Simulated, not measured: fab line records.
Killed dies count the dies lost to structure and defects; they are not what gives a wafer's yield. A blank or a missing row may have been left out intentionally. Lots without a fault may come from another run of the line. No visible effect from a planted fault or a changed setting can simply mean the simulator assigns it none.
Chamber matching || flow n5-finfet || N5_BEOL_M1_DESCUM_33 on rie-diel-02: 3 sister chambers
The step chemistry O2, time 7 s. 3 wafers are shown with their chamber, then 6 later ones without.

WAFERS PAIRED WITH THEIR CHAMBERS
{"wafer": "L088.5", "chamber": 0, "oes-product-au (a.u.)": 0.75}
{"wafer": "L089.2", "chamber": 3, "oes-product-au (a.u.)": 0.82}
{"wafer": "L089.4", "chamber": 1, "oes-product-au (a.u.)": 0.68}

WAFERS WHOSE CHAMBER IS MISSING
{"wafer": "L091.1", "oes-product-au (a.u.)": 0.74}
{"wafer": "L091.3", "oes-product-au (a.u.)": 0.68}
{"wafer": "L091.6", "oes-product-au (a.u.)": 0.82}
{"wafer": "L094.1", "oes-product-au (a.u.)": 0.69}
{"wafer": "L094.4", "oes-product-au (a.u.)": 0.82}
{"wafer": "L094.5", "oes-product-au (a.u.)": 0.68}

EACH ONE'S CHAMBER
{"wafer": "L091.1", "from the rows above": 0, "in truth": 0}
{"wafer": "L091.3", "from the rows above": 1, "in truth": 1}
{"wafer": "L091.6", "from the rows above": 3, "in truth": 3}
{"wafer": "L094.1", "from the rows above": 1, "in truth": 1}
{"wafer": "L094.4", "from the rows above": 3, "in truth": 3}
{"wafer": "L094.5", "from the rows above": 1, "in truth": 1}
6 of 6 placed correctly. Not placeable from these rows: 0. Wrongly placed: 0.
How it was worked out, from the rows above alone: a wafer's distance from a chamber is the root of the sum, over the readings, of the square of ((its reading less the chamber's mean) divided by the reading's scatter). The wafer belongs to the nearest chamber; if the next one is less than 2 further off, it can't be placed. A chamber's mean is the mean of its shown wafers. The scatter: with one shown wafer a chamber, the root of the mean of the squares of how far each hidden wafer lies from its nearest shown one.
